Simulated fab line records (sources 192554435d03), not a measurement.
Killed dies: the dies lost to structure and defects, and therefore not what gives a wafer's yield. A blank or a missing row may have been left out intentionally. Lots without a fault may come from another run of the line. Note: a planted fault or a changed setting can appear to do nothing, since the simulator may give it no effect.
Lot-split experiment :: flow n5-finfet :: 7 lots, 21 wafers read, on a route of 1938 steps

SPLIT DETAILS
At N5_BEOL_M11_COAT_05 (resist thk 90 nm), the setting spin-rpm was moved away from the recipe's 1500 rpm on 6 of the 21 wafers read, by -8.9% to +10.8%. For the rest of the wafers, this setting stayed at what the recipe calls for.

FROM THE SPLIT TO THE READING: what the file shows between them, 2 steps
- N5_BEOL_M11_EBR_07
- N5_BEOL_M11_SOFTBAKE_06: time 60 s

THE READING
CAR-ArF_of_BEOL_M11_COAT_05.thk-nm (the simulator's own value, which no gauge read), in nm, at N5_BEOL_M11_DESCUM_16 (chemistry O2, time 7.9 s). The file gives no usual value for it. Here, 15 wafers ran the recipe; their average is 83.6 nm with a standard deviation of 0.19 nm.

wafer: L077.2
tool, chamber at the split: litho-track-02, 0
spin-rpm as run, rpm: 1428
against the recipe: -4.8%
CAR-ArF_of_BEOL_M11_COAT_05.thk-nm, nm: 86
against lot-mates on the recipe: +2.4

wafer: L077.5
tool, chamber at the split: litho-track-02, 0
spin-rpm as run, rpm: 1500
against the recipe: recipe
CAR-ArF_of_BEOL_M11_COAT_05.thk-nm, nm: 83.6
against lot-mates on the recipe: -

wafer: L077.6
tool, chamber at the split: litho-track-02, 0
spin-rpm as run, rpm: 1428
against the recipe: -4.8%
CAR-ArF_of_BEOL_M11_COAT_05.thk-nm, nm: 85.8
against lot-mates on the recipe: +2.2

wafer: L080.2
tool, chamber at the split: litho-track-01, 0
spin-rpm as run, rpm: 1500
against the recipe: recipe
CAR-ArF_of_BEOL_M11_COAT_05.thk-nm, nm: 83.4
against lot-mates on the recipe: -

wafer: L080.5
tool, chamber at the split: litho-track-01, 0
spin-rpm as run, rpm: 1500
against the recipe: recipe
CAR-ArF_of_BEOL_M11_COAT_05.thk-nm, nm: 83.4
against lot-mates on the recipe: -

wafer: L080.3
tool, chamber at the split: litho-track-01, 0
spin-rpm as run, rpm: 1366
against the recipe: -8.9%
CAR-ArF_of_BEOL_M11_COAT_05.thk-nm, nm: 87.6
against lot-mates on the recipe: +4.2

wafer: L085.2
tool, chamber at the split: litho-track-01, 0
spin-rpm as run, rpm: 1500
against the recipe: recipe
CAR-ArF_of_BEOL_M11_COAT_05.thk-nm, nm: 83.6
against lot-mates on the recipe: -

wafer: L085.3
tool, chamber at the split: litho-track-01, 0
spin-rpm as run, rpm: 1500
against the recipe: recipe
CAR-ArF_of_BEOL_M11_COAT_05.thk-nm, nm: 83.6
against lot-mates on the recipe: -

wafer: L085.5
tool, chamber at the split: litho-track-01, 0
spin-rpm as run, rpm: 1500
against the recipe: recipe
CAR-ArF_of_BEOL_M11_COAT_05.thk-nm, nm: 83.6
against lot-mates on the recipe: -

wafer: L090.2
tool, chamber at the split: litho-track-01, 0
spin-rpm as run, rpm: 1500
against the recipe: recipe
CAR-ArF_of_BEOL_M11_COAT_05.thk-nm, nm: 83.8
against lot-mates on the recipe: -

wafer: L090.4
tool, chamber at the split: litho-track-01, 0
spin-rpm as run, rpm: 1662
against the recipe: +10.8%
CAR-ArF_of_BEOL_M11_COAT_05.thk-nm, nm: 79.2
against lot-mates on the recipe: -4.5

wafer: L090.6
tool, chamber at the split: litho-track-01, 0
spin-rpm as run, rpm: 1500
against the recipe: recipe
CAR-ArF_of_BEOL_M11_COAT_05.thk-nm, nm: 83.6
against lot-mates on the recipe: -

wafer: L093.1
tool, chamber at the split: litho-track-02, 0
spin-rpm as run, rpm: 1500
against the recipe: recipe
CAR-ArF_of_BEOL_M11_COAT_05.thk-nm, nm: 83.6
against lot-mates on the recipe: -

wafer: L093.5
tool, chamber at the split: litho-track-02, 0
spin-rpm as run, rpm: 1376
against the recipe: -8.3%
CAR-ArF_of_BEOL_M11_COAT_05.thk-nm, nm: 87.6
against lot-mates on the recipe: +4.2

wafer: L093.6
tool, chamber at the split: litho-track-02, 0
spin-rpm as run, rpm: 1500
against the recipe: recipe
CAR-ArF_of_BEOL_M11_COAT_05.thk-nm, nm: 83.2
against lot-mates on the recipe: -

wafer: L096.3
tool, chamber at the split: litho-track-02, 0
spin-rpm as run, rpm: 1500
against the recipe: recipe
CAR-ArF_of_BEOL_M11_COAT_05.thk-nm, nm: 83.6
against lot-mates on the recipe: -

wafer: L096.6
tool, chamber at the split: litho-track-02, 0
spin-rpm as run, rpm: 1500
against the recipe: recipe
CAR-ArF_of_BEOL_M11_COAT_05.thk-nm, nm: 83.6
against lot-mates on the recipe: -

wafer: L096.4
tool, chamber at the split: litho-track-02, 0
spin-rpm as run, rpm: 1500
against the recipe: recipe
CAR-ArF_of_BEOL_M11_COAT_05.thk-nm, nm: 83.4
against lot-mates on the recipe: -

wafer: L097.3
tool, chamber at the split: litho-track-01, 0
spin-rpm as run, rpm: 1500
against the recipe: recipe
CAR-ArF_of_BEOL_M11_COAT_05.thk-nm, nm: 83.8
against lot-mates on the recipe: -

wafer: L097.5
tool, chamber at the split: litho-track-01, 0
spin-rpm as run, rpm: 1500
against the recipe: recipe
CAR-ArF_of_BEOL_M11_COAT_05.thk-nm, nm: 84
against lot-mates on the recipe: -

wafer: L097.6
tool, chamber at the split: litho-track-01, 0
spin-rpm as run, rpm: 1599
against the recipe: +6.6%
CAR-ArF_of_BEOL_M11_COAT_05.thk-nm, nm: 80.6
against lot-mates on the recipe: -3.3

FIT RESULTS
A straight line over all 21 wafers: CAR-ArF_of_BEOL_M11_COAT_05.thk-nm changes by -0.445 nm for each +1% of spin-rpm; r = -0.99; the points scatter about the line by 0.21 nm.
The same after taking each lot's own level away (the mean of its wafers on the recipe; 21 wafers): -0.464 nm for each +1%; r = -1.00; scatter 0.18 nm.
On that fit, the largest move of spin-rpm shifts the reading by 5 nm.
Measured against the standard deviation above, the lots' own levels, which go from 83.40 to 83.90 nm, span 2.7 times it.
The two slopes agree, so the slope changes little with the lot-to-lot level.
Check: for one of the wafers moved furthest among these (+10.8%), held out of the fit, the line's prediction against its lot-mates is -5.29 nm. It came out at -4.5 nm against them.

THESE WAFERS: OTHER SPLITS
These wafers also went through other splits before the reading. Each is held against what the fit with the lots' levels taken away leaves over:
other split on the same wafers: N5_BEOL_M10_EXPOSE_08 dose-mj
wafers away from the commonest value: 5
r with CAR-ArF_of_BEOL_M11_COAT_05.thk-nm (lot level and that fit taken away): +0.15

other split on the same wafers: N5_BEOL_M11_ILD_DEP_00 time-s
wafers away from the commonest value: 11
r with CAR-ArF_of_BEOL_M11_COAT_05.thk-nm (lot level and that fit taken away): -0.02

THE WHOLE CHAIN: every reading that the file lists as answering this split, in the file's order
step: N5_BEOL_M11_COAT_05
what it does: resist thk 90 nm
reading: CAR-ArF_of_BEOL_M11_COAT_05.thk-nm (the simulator's own value, which no gauge read)
change (the file's fit): -0.452 nm for each +1% of the setting
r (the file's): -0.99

step: N5_BEOL_M11_DESCUM_16
what it does: chemistry O2, time 7.9 s
reading: CAR-ArF_of_BEOL_M11_COAT_05.thk-nm (the simulator's own value, which no gauge read)
change (the file's fit): -0.464 nm for each +1% of the setting
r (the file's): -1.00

THE FILE'S OWN FIT
CAR-ArF_of_BEOL_M11_COAT_05.thk-nm changes by -0.464 nm for each +1% of spin-rpm, r = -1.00.
